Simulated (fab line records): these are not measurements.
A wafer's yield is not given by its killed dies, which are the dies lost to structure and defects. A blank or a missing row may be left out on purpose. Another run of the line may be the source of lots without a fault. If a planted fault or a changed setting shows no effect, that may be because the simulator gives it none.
Chamber matching | flow n5Finfet | N5_MOL_CONTACT_COAG_STRIP_72 on rieDiel-05 has 4 sister chambers
The step strips in N2/H2. 16 wafers are shown with their chamber, then 8 later ones without.

## WAFERS, EACH WITH ITS CHAMBER
wafer  | chamber | drypumpMotorCurrentA (A) | showerheadPlenumPTorr (Torr) | throttleValvePct (%)
L077.1 | 1       | 6.4                      | 2.46                         | 23.9
L077.2 | 0       | 6.0                      | 2.51                         | 23.4
L077.5 | 0       | 6.0                      | 2.51                         | 23.5
L078.1 | 1       | 6.4                      | 2.46                         | 23.9
L078.2 | 3       | 4.8                      | 2.43                         | 23.6
L078.6 | 1       | 6.4                      | 2.46                         | 24.0
L085.1 | 2       | 5.2                      | 2.56                         | 23.0
L085.3 | 1       | 6.4                      | 2.45                         | 24.0
L085.6 | 0       | 6.0                      | 2.51                         | 23.2
L089.2 | 1       | 6.4                      | 2.45                         | 24.0
L089.5 | 3       | 4.9                      | 2.42                         | 23.6
L089.6 | 0       | 6.0                      | 2.50                         | 23.2
L090.2 | 0       | 5.9                      | 2.50                         | 23.2
L090.5 | 2       | 5.3                      | 2.56                         | 23.0
L090.6 | 1       | 6.4                      | 2.45                         | 24.0
L091.4 | 2       | 5.2                      | 2.56                         | 23.0

SIGNATURES (means of the wafers above)
reading               | chamber 0 | chamber 1 | chamber 2 | chamber 3 | scatter within a chamber
drypumpMotorCurrentA  | 5.980     | 6.400     | 5.233     | 4.850     | 0.0405
showerheadPlenumPTorr | 2.5060    | 2.4550    | 2.5600    | 2.4250    | 0.00516
throttleValvePct      | 23.300    | 23.967    | 23.000    | 23.600    | 0.0882
Rule: a wafer's distance from a chamber is the root of the sum, over the readings, of the square of ((its reading less the chamber's mean) divided by the reading's scatter). If the next closest chamber is less than 2 further off than the closest, the wafer can't be placed; otherwise it belongs to the closest. The scatter: the root of (the sum of the squares of (reading less its chamber's mean) over the shown wafers, divided by (wafers less chambers)).

## WAFERS WITH NO CHAMBER GIVEN
wafer  | drypumpMotorCurrentA (A) | showerheadPlenumPTorr (Torr) | throttleValvePct (%)
L091.5 | 5.2                      | 2.56                         | 23.0
L091.6 | 4.9                      | 2.42                         | 23.6
L092.2 | 5.2                      | 2.55                         | 23.0
L092.3 | 5.9                      | 2.50                         | 23.2
L092.5 | 6.4                      | 2.45                         | 24.0
L097.1 | 6.4                      | 2.44                         | 23.9
L097.2 | 4.9                      | 2.41                         | 23.7
L097.6 | 6.5                      | 2.44                         | 24.0

## EACH ONE'S CHAMBER
wafer  | from the rows above | in truth
L091.5 | 2                   | 2
L091.6 | 3                   | 3
L092.2 | 2                   | 2
L092.3 | 0                   | 0
L092.5 | 1                   | 1
L097.1 | 1                   | 1
L097.2 | 3                   | 3
L097.6 | 1                   | 1
Placed correctly: 8 of 8. Left unplaced by these rows: 0. Wrongly placed: 0.
